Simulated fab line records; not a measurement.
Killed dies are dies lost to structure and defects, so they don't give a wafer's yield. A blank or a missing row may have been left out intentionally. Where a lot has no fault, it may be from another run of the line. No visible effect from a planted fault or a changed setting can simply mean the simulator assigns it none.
Code-filled problem report in 8D (eight disciplines) form ; flow nand_harc ; the parts of the form that need people (team, actions taken, sign-off) are left out

## 1. WHAT WENT WRONG
Wafers without a fault read 54, standard deviation 31; raw_defect_count at NHARC_A_SGD_CUT_INSPECT_11 reads a mean of 516 on 3 wafers belonging to 3 lots. That is +15 standard deviations from the usual mean.
First seen on wafer L703.4, day 25 19:13, on defect_inspect-02. At this step, 36 wafers from 14 lots have a number in the record. By rule, "out" or "out of limits" means more than 4 standard deviations away from the usual mean. The other wafers with a number count as sound.

## 2. WHAT IT IS, WHAT IT ISN'T
question;is;is not
which readings at this step;raw_defect_count;-
which lots;L702, L703, L704;L687, L688, L689, L690, L692, L693, L694, L695, L705, L706, L710
which wafers of those lots;all that have a number;-
read on which gauges;defect_inspect-01, defect_inspect-02;-
when;from day 25 19:13;"up to then (24 sound wafers); but 9 sound wafers of L705, L706, L710 came after"

## 3. SUSPECTS, AND WHAT RULES EACH OUT
Counting: a tool at any process step up to the reading remains a suspect when it ran all the lots that are out and ran no sound lot after the first of those.
- the gauge at NHARC_A_SGD_CUT_INSPECT_11 has been ruled out. 2 gauges (defect_inspect-01, defect_inspect-02) read the wafers that are out.
- pecvd-01 at NHARC_A_SGD_CUT_DEP_00 (deposits SiNx, target thk 50 nm): kept. It ran every lot that is out, first L703 (day 25 18:27), and no sound lot after that; its last sound lot up to then is L695 (day 22 15:16).
After counting, what remains is pecvd-01 at NHARC_A_SGD_CUT_DEP_00.

## 4. THE CAUSE (what the simulator had put in)
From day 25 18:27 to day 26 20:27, pecvd-01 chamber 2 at NHARC_A_SGD_CUT_DEP_00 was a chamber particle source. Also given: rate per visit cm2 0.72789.
The count eliminated every tool but this one.

## 5. THE CHAIN OF EFFECTS, in route order
One row per reading whose mean, taken over the struck wafers that have a number, lies over 3 standard deviations from the usual. Scope: only readings with a usual standard deviation given in the record; hours: median across lots of the time from each lot's start at the first step in this table that gives one to its start at this step; sigmas: change in usual standard deviations.
hours;step;reading;usual;on struck wafers;change;sigmas
0;NHARC_A_SGD_CUT_INSPECT_11;raw_defect_count;54;516;+462;+15
140;NHARC_END_SORT_01;killed_at_array;56;134;+78;+4.1
140;NHARC_END_SORT_01;killed_dies;61;142;+81;+4.2
Later steps that measure or inspect, where all struck wafers having a row at the step show a number for every such reading and not one has moved that far: NHARC_A_SGD_CUT_THK_MEAS_22.

## 6. WHAT WOULD HAVE CAUGHT IT SOONER
In this record the first reading out of limits at a measuring or inspecting step was taken at day 25 19:13, 1 hour after the fault began at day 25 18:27.
Of the tool readings at NHARC_A_SGD_CUT_DEP_00 for which the record gives a usual standard deviation, none was out on any struck wafer, so an alarm limit of 4 standard deviations on them would not have fired.
By day 25 19:13 the whole set of lots that are out, 3 in number, had already begun NHARC_A_SGD_CUT_DEP_00 on pecvd-01. Had the tool been put on hold then, not one of them would have been saved.
